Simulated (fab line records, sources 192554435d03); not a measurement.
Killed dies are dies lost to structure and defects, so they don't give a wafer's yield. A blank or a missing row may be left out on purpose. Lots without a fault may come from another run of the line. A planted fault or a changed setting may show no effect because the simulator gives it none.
Which tool did it? | flow n5_finfet | 12 lots, 36 wafers sampled, at 2 steps of a route of 1938

WHAT THE GAUGES READ, wafer by wafer
N5_BEOL_M15_OVL_MEAS_11.
lot  | measured     | on         | V14_OVL (nm)
L075 | day 11 09:22 | overlay-02 | -5 -5 0
L077 | day 11 21:24 | overlay-01 | -11 -4 -5
L079 | day 12 17:48 | overlay-01 | 6 2 -1
L081 | day 13 14:21 | overlay-01 | 3 3 0
L083 | day 13 23:14 | overlay-02 | -5 -9 -5
L085 | day 14 04:43 | overlay-01 | -7 2 8
L088 | day 15 02:05 | overlay-01 | -3 -6 2
L089 | day 15 21:05 | overlay-02 | -2 -3 4
L091 | day 16 03:17 | overlay-02 | -6 -6 -3
L094 | day 16 21:52 | overlay-01 | -5 -4 -2
L093 | day 17 04:25 | overlay-01 | 9 0 7
L097 | day 18 04:24 | overlay-02 | 4 1 -7

WHICH TOOL RAN EACH LOT (tool, then ch and the chambers of the sampled wafers, then the start)
lot  | N5_BEOL_M14_DEP_53
L075 | pecvd-03 ch 1,2, day 11 08:31
L077 | pecvd-04 ch 0,1,2, day 11 20:41
L079 | pecvd-01 ch 0,1,2, day 12 16:58
L081 | pecvd-04 ch 0,1,2, day 13 13:29
L083 | pecvd-03 ch 0,1, day 13 22:31
L085 | pecvd-03 ch 0,1, day 14 03:59
L088 | pecvd-01 ch 1,2, day 15 01:14
L089 | pecvd-04 ch 0,1, day 15 20:22
L091 | pecvd-03 ch 1,2, day 16 02:35
L094 | pecvd-04 ch 1,2, day 16 21:10
L093 | pecvd-04 ch 0,2, day 17 03:41
L097 | pecvd-01 ch 0,2, day 18 03:35
- N5_BEOL_M14_DEP_53: deposits SiCN from 3MS/NH3, target thk 50 nm, time 17.8 s.

THE ANSWER, worked out from the rows above alone
Rule: what is usual is taken from the lots themselves. Put in order of their means at a reading, lots are off if they are a third of the lots or fewer, leave a main group of 4 or more, and stand apart from it by a gap of 3 or more times the standard deviation of the main group's means; of several such gaps the widest counts. A main group whose means are all the same, to the digits that the tables above print for the reading, isn't used. A lot without any number at a reading at which 4 lots or more have one is off too. The other lots that the step has rows for count as sound.
No lot is off at any reading shown: from this, nothing can be told.

WHAT THE SIMULATOR HAD PUT IN
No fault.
